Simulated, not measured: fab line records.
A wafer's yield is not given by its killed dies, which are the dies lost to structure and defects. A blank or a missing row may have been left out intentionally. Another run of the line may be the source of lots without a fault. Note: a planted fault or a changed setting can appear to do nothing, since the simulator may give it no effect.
fab line records -- flow n5-finfet
record lots=5, wafers=15, last-day=19
route steps=1938 shown BEOL_M8@1377 PASSIVATION@1936
lots with no fault: from the same line, run without faults
start-h: start of the lot's first displayed wafer, in hours after the record's first day -- wait-h: how many hours have passed since the lot's step before this one -- " same as the row above -- L1.1+2: several wafers, shown together as one row -- - no value, or no start given -- * or withheld: withheld -- < > ~ a bound
route shown NAME@n: names a module that has steps shown in the file, with the first one's number in the route -- usual: average and standard deviation across the fault-free wafers -- same: alike in all rows -- chamber/n: place in a boat -- sites: each site's reading -- _std_site: the values' standard deviation -- _edge_site: inner sites' mean taken away from outer sites' mean -- radius-mm: how far each site lies from the wafer's centre -- mask NAME#n: copy n -- behind: tool/chamber where the wafer was last shaped -- hold: the reason the lot was held/the length of the hold in hours/how it ended -- device: names the non-switching transistor (n, p or np) -- end of line: at the end of the route, the tests of the same wafers -- a step given without rows: its recipe and nothing more -- killed: the dies lost at the first sort to structure and to defects; this is not the yield of the wafer -- map: a wafer's dies, x killed, . not, _ none there
set.NAME: the setting that was run; set.NAME@STEP: the one run at that earlier step -- model.NAME: the simulator's own value behind a step, which no gauge read
lots at selected steps of the route; one table per step, one row per wafer
services: the hour from which a tool's chamber was out of use, counted from the record's first day as start-h (under 0 if before that day), plus the number of hours and why
## steps
# step N5_BEOL_M8_TRENCH_ETCH_37
# recipe chemistry=C4F6/O2, target-depth-a=934.78, target=SiCOH_lowk, time-s=31.2, ion-energy-ev=250, pressure-mtorr=30, source-w=345, bias-w=185, Ar_flow_sccm=300, C4F6_flow_sccm=10, O2_flow_sccm=10
# usual drypump-motor-current-A=5.8/0.54, mfc-ar-sccm=300.1/0.84, oes-product-au=0.82/0.1, rf-vpp-V=666/8.4, showerhead-plenum-p-Torr=2.87/0.091, throttle-valve-pct=20.92/0.24
lot.wafer,tool,chamber,start-h,wait-h,drypump-motor-current-A,mfc-ar-sccm,oes-product-au,rf-hours-counter-h,rf-vpp-V,showerhead-plenum-p-Torr,throttle-valve-pct
L883.1,rie-diel-01,1,-,-,6.5,299.2,0.91,32,658,2.79,20.61
L883.3,rie-diel-01,3,-,-,5.7,301.8,0.69,233,672,2.79,21.07
L883.4,rie-diel-01,0,-,-,6.0,299.9,0.84,59,652,2.77,20.81
L886.2,rie-diel-03,0,-,-,5.2,301.4,0.68,229,669,2.83,20.71
L886.3,rie-diel-03,3,-,-,6.3,300.4,0.69,236,662,2.80,20.74
L886.5,rie-diel-03,2,-,-,6.5,299.1,0.91,-,675,2.90,20.73
L893.1,rie-diel-04,1,-,-,6.2,300.6,0.74,168,668,2.84,21.39
L893.3,rie-diel-04,3,-,-,6.0,300.5,0.95,5,659,2.92,20.56
L893.5,rie-diel-04,2,-,-,5.3,300.0,0.93,-,676,3.02,20.86
L898.1,rie-diel-04,3,-,-,6.0,301.4,0.93,13,659,2.92,20.56
L898.2,rie-diel-04,0,-,-,5.8,300.5,0.95,6,681,3.03,20.83
L898.4,rie-diel-04,1,-,-,6.2,299.7,0.73,178,668,2.84,21.42
L903.1,rie-diel-04,1,-,-,6.2,300.7,0.72,190,668,2.83,21.42
L903.4,rie-diel-04,2,-,-,5.3,300.7,0.90,-,676,3.01,20.90
L903.6,rie-diel-04,0,-,-,5.8,300.2,0.92,-,681,3.02,20.86
# step N5_BEOL_M8_ETCH_41
# recipe chemistry=CH3F/O2, target=SiCN, target-depth-a=319, taper-deg=2, time-s=57.8, ion-energy-ev=120, mask-material=TiN, pressure-mtorr=30, source-w=395, bias-w=75, Ar_flow_sccm=150, CH3F_flow_sccm=30, O2_flow_sccm=20
# step N5_BEOL_M8_STRIP_80
# recipe chemistry=N2/H2, time-s=10, power-w=450, temp-c=40, pressure-mtorr=20, rf-frequency-hz=6e+07, bias-power-w=7, n2-flow-sccm=200, h2-flow-sccm=200
# usual drypump-motor-current-A=5.8/0.54, oes-product-au=0.82/0.1, rf-vpp-V=59.2/0.9, showerhead-plenum-p-Torr=2.56/0.088, throttle-valve-pct=23.65/0.29
lot.wafer,tool,chamber,start-h,wait-h,drypump-motor-current-A,oes-product-au,rf-hours-counter-h,rf-vpp-V,showerhead-plenum-p-Torr,throttle-valve-pct
L883.1,rie-diel-01,1,-,-,6.5,0.91,32,59.0,2.48,23.16
L883.3,rie-diel-01,3,-,-,5.8,0.69,234,58.1,2.50,23.76
L883.4,rie-diel-01,0,-,-,6.0,0.83,59,59.7,2.47,23.70
L886.2,rie-diel-03,0,-,-,5.1,0.70,229,58.7,2.51,23.29
L886.3,rie-diel-03,3,-,-,6.3,0.70,236,56.6,2.51,23.45
L886.5,rie-diel-03,2,-,-,6.6,0.90,-,60.0,2.59,23.42
L893.1,rie-diel-04,1,-,-,6.2,0.74,168,59.1,2.53,24.15
L893.3,rie-diel-04,3,-,-,6.0,0.96,5,60.3,2.60,23.44
L893.5,rie-diel-04,2,-,-,5.3,0.95,-,58.6,2.71,23.59
L898.1,rie-diel-04,3,-,-,6.0,0.94,13,60.1,2.60,23.47
L898.2,rie-diel-04,0,-,-,5.8,0.95,6,58.2,2.71,23.71
L898.4,rie-diel-04,1,-,-,6.2,0.73,178,59.4,2.52,24.14
L903.1,rie-diel-04,1,-,-,6.2,0.72,190,60.0,2.52,24.16
L903.4,rie-diel-04,2,-,-,5.3,0.91,-,59.2,2.70,23.62
L903.6,rie-diel-04,0,-,-,5.8,0.91,-,59.8,2.71,23.69
# step N5_BEOL_M8_OCD_MEAS_38
# usual trench-depth-nm=93.8/1.8
lot.wafer,tool,chamber,start-h,wait-h,trench-depth-nm
L883.1,ocd-01,-,287.43,-,95.3
L883.3,ocd-01,-,287.43,-,93.6
L883.4,ocd-01,-,287.43,-,94.1
L886.2,ocd-01,-,338.06,-,90.7
L886.3,ocd-01,-,338.06,-,90.2
L886.5,ocd-01,-,338.06,-,95.0
L893.1,ocd-01,-,344.43,-,92.8
L893.3,ocd-01,-,344.43,-,95.8
L893.5,ocd-01,-,344.43,-,93.0
L898.1,ocd-02,-,364.34,-,95.8
L898.2,ocd-02,-,364.34,-,95.9
L898.4,ocd-02,-,364.34,-,92.5
L903.1,ocd-02,-,399.77,-,93.5
L903.4,ocd-02,-,399.77,-,95.6
L903.6,ocd-02,-,399.77,-,96.7
# step N5_BEOL_M8_HM_STRIP_39
# recipe chemistry=peroxide-tin-strip, material=TiN, target-depth-a=250, temp-c=50, time-s=158
# step N5_BEOL_M8_SRD_40
# recipe time-s=30, temp-c=23, rinse-liquid=diw, dry=ipa-marangoni
# step N5_BEOL_M8_PRECLEAN_42
# recipe chemistry=residue-remover, time-s=60, temp-c=40
# step N5_BEOL_M8_SRD_43
# recipe time-s=30, temp-c=23, rinse-liquid=diw, dry=ipa-marangoni
# step N5_BEOL_M8_CD_MEAS_35
# recipe target-cd-nm=40, polarity=opening
# usual cd-nm=40.0/0.51
lot.wafer,tool,chamber,start-h,wait-h,cd-nm
L883.1,cd-sem-03,-,287.58,0.0,40.0
L883.3,cd-sem-03,-,287.58,0.0,39.4
L883.4,cd-sem-03,-,287.58,0.0,39.6
L886.2,cd-sem-01,-,338.21,0.0,40.3
L886.3,cd-sem-01,-,338.21,0.0,39.2
L886.5,cd-sem-01,-,338.21,0.0,40.1
L893.1,cd-sem-03,-,344.58,0.0,40.0
L893.3,cd-sem-03,-,344.58,0.0,40.2
L893.5,cd-sem-03,-,344.58,0.0,39.9
L898.1,cd-sem-03,-,364.49,0.0,39.4
L898.2,cd-sem-03,-,364.49,0.0,39.9
L898.4,cd-sem-03,-,364.49,0.0,39.9
L903.1,cd-sem-01,-,399.93,0.0,40.8
L903.4,cd-sem-01,-,399.93,0.0,40.6
L903.6,cd-sem-01,-,399.93,0.0,41.3
# step N5_BEOL_M8_CURE_75
# recipe temp-c=370, time-s=120, ambient=DMADMS/He, material=SiCOH_lowk
# usual lamp-power-pct=52.31/0.055, wafer_temp_C_max=371.9/0.81
lot.wafer,tool,chamber,start-h,wait-h,lamp-power-pct,wafer_temp_C_max
L883.1,uv-cure-03,1,287.66,0.1,52.34,371.2
L883.3,uv-cure-03,1,287.66,0.1,52.32,371.2
L883.4,uv-cure-03,1,287.66,0.1,52.30,371.7
L886.2,uv-cure-02,2,338.30,0.1,52.19,372.1
L886.3,uv-cure-02,2,338.30,0.1,52.40,372.2
L886.5,uv-cure-02,2,338.30,0.1,52.31,371.9
L893.1,uv-cure-03,1,344.62,0.0,52.31,371.2
L893.3,uv-cure-03,1,344.62,0.0,52.29,371.8
L893.5,uv-cure-03,1,344.62,0.0,52.25,371.0
L898.1,uv-cure-02,0,364.53,0.0,52.36,372.2
L898.2,uv-cure-02,0,364.53,0.0,52.30,373.1
L898.4,uv-cure-02,0,364.53,0.0,52.34,372.4
L903.1,uv-cure-02,2,399.97,0.0,52.33,371.6
L903.4,uv-cure-02,2,399.97,0.0,52.29,371.2
L903.6,uv-cure-02,2,399.97,0.0,52.29,371.6
# step N5_BEOL_M8_DEGAS_44
# recipe ambient=vacuum, temp-c=250, time-s=60
# usual heater-power-w=329/44
lot.wafer,tool,chamber,start-h,wait-h,heater-power-w
L883.1,pvd-sputter-03,-,288.25,0.5,376
L883.3,pvd-sputter-03,-,288.25,0.5,319
L883.4,pvd-sputter-03,-,288.25,0.5,395
L886.2,pvd-sputter-01,-,338.74,0.4,273
L886.3,pvd-sputter-01,-,338.74,0.4,286
L886.5,pvd-sputter-01,-,338.74,0.4,280
L893.1,pvd-sputter-01,-,346.53,1.9,341
L893.3,pvd-sputter-01,-,346.53,1.9,286
L893.5,pvd-sputter-01,-,346.53,1.9,274
L898.1,pvd-sputter-02,-,364.95,0.4,326
L898.2,pvd-sputter-02,-,364.95,0.4,266
L898.4,pvd-sputter-02,-,364.95,0.4,283
L903.1,pvd-sputter-03,-,400.41,0.4,369
L903.4,pvd-sputter-03,-,400.41,0.4,338
L903.6,pvd-sputter-03,-,400.41,0.4,328
# step N5_BEOL_M8_PRE_CLEAN_45
# recipe gas=H2/He, time-s=30, temp-c=250
# step N5_BEOL_M8_ALD_77
# recipe material=TaN, target-thk-a=20, temp-c=275, ald-precursor-family=PDMAT, ald-co-reactant=NH3, pressure-torr=3, carrier-flow-sccm=1500, pulse-time-s=2, purge-time-s=3, co-reactant-purge-time-s=2, co-reactant-pulse-time-s=3, ald-cycles=40, precursor-vessel-temp-c=75, precursor-vessel-pressure-torr=26.25, precursor-vessel-carrier-sccm=1000
# usual chamber-pressure-Torr=3.001/0.0061, heater-power-w=421/36, purge-time-s=3/0
# same co-reactant-pulse-time-s=3, co-reactant-purge-time-s=2
lot.wafer,tool,chamber,start-h,wait-h,chamber-pressure-Torr,heater-power-w,purge-time-s
L883.1,ald-metal-03,2,288.37,0.1,3.000,409,3
L883.3,ald-metal-03,3,288.37,0.1,2.999,486,3
L883.4,ald-metal-03,0,288.37,0.1,2.998,393,3
L886.2,ald-metal-03,3,338.85,0.1,2.990,487,3
L886.3,ald-metal-03,1,338.85,0.1,3.004,442,1.7926
L886.5,ald-metal-03,0,338.85,0.1,2.991,393,3
L893.1,ald-metal-01,3,346.81,0.2,3.006,408,3
L893.3,ald-metal-01,1,346.81,0.2,3.000,427,3
L893.5,ald-metal-01,1,346.81,0.2,3.009,435,3
L898.1,ald-metal-04,3,365.07,0.1,3.004,408,3
L898.2,ald-metal-04,0,365.07,0.1,3.004,365,3
L898.4,ald-metal-04,1,365.07,0.1,3.002,390,3
L903.1,ald-metal-01,2,400.61,0.1,3.004,478,3
L903.4,ald-metal-01,0,400.61,0.1,3.004,378,3
L903.6,ald-metal-01,1,400.61,0.1,2.988,427,3
# step N5_BEOL_M8_SURFACE_TREAT_79
# recipe gas=Ar, time-s=*, ion-energy-ev=*, ion-current-ma-cm2=0.5, pressure-mtorr=*, ar-flow-sccm=30
# usual ar-flow-sccm=30.00/0.088, throttle-valve-pct=*
lot.wafer,tool,chamber,start-h,wait-h,ar-flow-sccm,throttle-valve-pct
L883.1,pvd-sputter-02,-,288.65,0.2,29.87,*
L883.3,pvd-sputter-02,-,288.65,0.2,30.03,*
L883.4,pvd-sputter-02,-,288.65,0.2,30.03,*
L886.2,pvd-sputter-02,-,339.15,0.2,30.07,*
L886.3,pvd-sputter-02,-,339.15,0.2,30.03,*
L886.5,pvd-sputter-02,-,339.15,0.2,30.18,*
L893.1,pvd-sputter-01,-,347.12,0.2,29.96,*
L893.3,pvd-sputter-01,-,347.12,0.2,30.00,*
L893.5,pvd-sputter-01,-,347.12,0.2,29.99,*
L898.1,pvd-sputter-03,-,365.39,0.2,30.08,*
L898.2,pvd-sputter-03,-,365.39,0.2,29.94,*
L898.4,pvd-sputter-03,-,365.39,0.2,29.99,*
L903.1,pvd-sputter-03,-,400.93,0.2,29.97,*
L903.4,pvd-sputter-03,-,400.93,0.2,30.11,*
L903.6,pvd-sputter-03,-,400.93,0.2,30.06,*
# step N5_PASSIVATION_PROBE_49
# usual defect-limited-yield=91.2/1.4, killed_at_M0_to_M3=36/11, killed_at_M4_up=14/5.6, killed-at-contacts=12/5.9, killed-at-front-end=38/13, killed-at-other=3.5/2.7, killed-dies=104/17, killed-open=68/12, killed-short=34/8.2, sort_bin_5_function=5.1/0.95, sort_bin_6_memory=3.3/0.7, sort-n-pass=1076/17, sort-yield-pct=91.2/1.4
# same gross-dies=1180, killed-at-back-side=0, sort_bin_4_leakage[%]=0, sort_bin_8_speed[%]=0
lot.wafer,tool,chamber,start-h,wait-h,defect-limited-yield[%],killed_at_M0_to_M3,killed_at_M4_up,killed-at-contacts,killed-at-front-end,killed-at-other,killed-dies,killed-open,killed-short,sort_bin_5_function[%],sort_bin_6_memory[%],sort-n-pass,sort-yield-pct[%]
L886.5,prober-02,-,410.12,0.2,91.7,45,10,5,27,11,98,63,35,4.5,3.3,1082,91.7
L898.1,prober-01,-,434.47,0.0,93.0,29,4,14,35,1,83,44,33,4.2,1.9,1097,93.0
L898.2,prober-01,-,434.52,0.1,90.9,36,11,11,45,4,107,69,35,5.8,3.0,1073,90.9
L898.4,prober-01,-,434.62,0.2,90.5,45,13,15,33,6,112,60,48,5.4,3.7,1068,90.5
# killed by level:class
L886.5 STI_FIN_REVEAL:geometric-particle:open=9 BEOL_M2:geometric-particle:open=9 BEOL_M3:geometric-particle:open=9 BEOL_M0_SAQP:geometric-particle:short=7 BEOL_M0_SAQP:geometric-particle:open=6 BEOL_M1:geometric-particle:open=6 GATE_CUT:geometric-particle:short=5 MIM_TOP_ETCH:geometric-particle:short=4
L898.1 MOL_CONTACT_COAG:geometric-particle:open=11 GATE_CUT:geometric-particle:short=6 BEOL_M1:geometric-particle:open=6 FIN_SAQP:geometric-particle:short=5 FIN_SAQP:geometric-particle:open=5 BEOL_M0_SAQP:geometric-particle:short=5 DUMMY_GATE:geometric-particle:open=4 BEOL_M0_SAQP:geometric-particle:open=4
L898.2 FIN_SAQP:geometric-particle:open=13 FIN_SAQP:geometric-particle:short=12 BEOL_M1:geometric-particle:open=11 MOL_CONTACT_COAG:geometric-particle:open=8 BEOL_M0_SAQP:geometric-particle:short=6 BEOL_M0_SAQP:geometric-particle:open=6 BEOL_M3:geometric-particle:open=4 BEOL_M4:geometric-particle:open=4
L898.4 MOL_CONTACT_COAG:geometric-particle:open=9 BEOL_M0_SAQP:geometric-particle:short=9 BEOL_M3:geometric-particle:open=9 MOL_CONTACT_COAG:geometric-particle:short=6 BEOL_M0_SAQP:geometric-particle:open=6 BEOL_M1:geometric-particle:open=5 SPACER0:geometric-particle:short=4 BEOL_M1:geometric-particle:short=4
## services
tool,chamber,start-h,hours,kind
ald-metal-04,-,267.84,0.9,repair
rie-diel-04,2,273.86,-,clean
rie-diel-04,2,273.86,-,consumable-replace:focus-ring
rie-diel-04,2,273.86,-,consumable-replace:showerhead
rie-diel-04,2,273.86,18.4,scheduled-down
rie-diel-04,2,273.86,18.4,vent-cycle
rie-diel-04,0,276.34,24.4,repair
rie-diel-04,3,315.93,-,clean
rie-diel-04,3,315.93,-,consumable-replace:focus-ring
rie-diel-04,3,315.93,15.1,scheduled-down
rie-diel-04,3,315.93,15.1,vent-cycle
rie-diel-01,0,320.42,4.8,repair
rie-diel-04,0,331.01,-,clean
rie-diel-04,0,331.01,-,consumable-replace:focus-ring
rie-diel-04,0,331.01,-,consumable-replace:showerhead
rie-diel-04,0,331.01,20.4,scheduled-down
rie-diel-04,0,331.01,20.4,vent-cycle
rie-diel-01,3,332.24,-,clean
ald-metal-04,-,337.25,14.0,pm
ald-metal-03,-,344.10,2.8,pm
pvd-sputter-03,-,347.98,6.3,repair
rie-diel-01,-,351.87,2.8,pm
pvd-sputter-02,-,357.28,0.6,repair
ald-metal-04,-,400.62,8.7,pm
## key
first-sign step=N5_BEOL_M8_ALD_77, reading=purge-time-s, direction=down, sigmas=99+, usual=*, struck=*
effect none on later readings
met-at N5_BEOL_M8_ALD_77
struck-wafers L886.3
fault kind=process-parameter-drift, tool=ald-metal-03, chamber=1, onset-h=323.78, steps=N5_BEOL_M8_ALD_77, channel=purge-time-s, offset=*, shape=step, end-h=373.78, acts-in=*, stated=*
